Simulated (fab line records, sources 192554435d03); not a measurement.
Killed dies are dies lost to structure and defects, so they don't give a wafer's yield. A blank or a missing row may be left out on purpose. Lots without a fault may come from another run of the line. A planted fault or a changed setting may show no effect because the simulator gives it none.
A struck lot beside a sound one | flow n5_finfet | 13 steps out of a route of 1938
Sound: wafers L416.4, L416.5, L416.6. Struck: wafers L430.1, L430.4. (L430.5 of the same lot was not struck and is left out.) The cause comes at the end.
At each step with rows: each side's tool, then ch and its chambers, then its first start. Under that, the readings that differ: sound wafers | struck wafers | difference of the means | sigmas: that difference in standard deviations of wafers without a fault.
alike: readings whose means differ by less than 2 such deviations, and words and numbers that are the same on both sides. not compared: withheld readings, readings that some wafer has no value for, bounds like >300 that may hide the same value, and numbers for which the record gives no deviation and whose values overlap.
The two part at a step that has a row with sigmas, a row that says differs or no value, or rows on one side only. Numbers that don't overlap but have no deviation are shown without sigmas and don't part them. A reading that every wafer of one side lacks parts them only if that side has two wafers or more.

first, 2 steps without rows for these wafers: N5_BEOL_M15_DEVELOP_27 (develop time 45 s); N5_BEOL_M15_HARDBAKE_32 (time 120 s).
N5_BEOL_M15_CD_MEAS_28: target cd 407.6 nm.
  sound on cd_sem-01 ch 0, day 11 15:21; struck on cd_sem-02 ch 0, day 16 00:53
  alike: cd_nm
N5_BEOL_M15_OVL_MEAS_29:
  sound on overlay-02 ch 0, day 11 15:23; struck on overlay-01 ch 0, day 16 00:55
  alike: M15_OVL
N5_BEOL_M15_INSPECT_30: inspects for defects (macro).
  sound on defect_inspect-01, day 11 15:25; struck on defect_inspect-01, day 16 00:56
  alike: raw_defect_count
N5_BEOL_M15_DESCUM_33: chemistry O2, time 7.9 s.
  sound on rie_diel-05 ch 1,2, day 11 15:26; struck on rie_diel-02 ch 0,2, day 16 00:58
  alike: drypump_motor_current_A, oes_product_au, rf_vpp_V, showerhead_plenum_p_Torr, throttle_valve_pct
  not compared: rf_hours_counter_h
N5_BEOL_M15_ETCH_61: etches BARC in N2/H2, target depth 89 nm, overetch 26.7 nm, time 67.9 s.
  sound on rie_diel-05 ch 1,2, day 11 15:28; struck on rie_diel-02 ch 0,2, day 16 01:01
  alike: drypump_motor_current_A, oes_product_au, rf_vpp_V, showerhead_plenum_p_Torr, throttle_valve_pct
  not compared: rf_hours_counter_h
N5_BEOL_M15_TRENCH_ETCH_34: etches SiO2 in C4F8/O2/Ar, target depth 872.93 nm, time 199 s.
  sound on rie_diel-05 ch 1,2, day 11 15:32; struck on rie_diel-02 ch 0,2, day 16 01:04
  alike: drypump_motor_current_A, oes_product_au, rf_vpp_V, showerhead_plenum_p_Torr, throttle_valve_pct
  not compared: rf_hours_counter_h
then, 1 step without rows for these wafers: N5_BEOL_M15_STRIP_36 (strips in O2).
N5_BEOL_M15_STRIP_62: strips in O2.
  sound on rie_diel-02 ch 0,1,2; struck on rie_diel-05 ch 0,3
  alike: drypump_motor_current_A, oes_product_au, rf_vpp_V, showerhead_plenum_p_Torr, throttle_valve_pct
  not compared: rf_hours_counter_h
N5_BEOL_M15_STRIP_37: strips in O2.
  sound on rie_diel-02 ch 0,1,2; struck on rie_diel-05 ch 0,3
  alike: drypump_motor_current_A, oes_product_au, rf_vpp_V, showerhead_plenum_p_Torr, throttle_valve_pct
  not compared: rf_hours_counter_h
N5_BEOL_M15_ETCH_38: etches SiCN in CF4/N2, target depth 106.4 nm, time 120.5 s.
  sound on rie_diel-02 ch 0,1,2, day 11 16:38; struck on rie_diel-05 ch 0,3, day 16 03:13
  reading                  | sound            | struck      | difference | sigmas
  model.etch.depth_nm (nm) | 100.6 97.4 97.92 | 56.42 57.97 | -41.45     |
  alike: drypump_motor_current_A, oes_product_au, rf_vpp_V, showerhead_plenum_p_Torr, throttle_valve_pct
  not compared: rf_hours_counter_h
then, 1 step without rows for these wafers: N5_BEOL_M15_PRECLEAN_39 (cleans in residue remover, time 60 s).

WHERE THEY PART
Nowhere in this record.

WHY: what the simulator had put in
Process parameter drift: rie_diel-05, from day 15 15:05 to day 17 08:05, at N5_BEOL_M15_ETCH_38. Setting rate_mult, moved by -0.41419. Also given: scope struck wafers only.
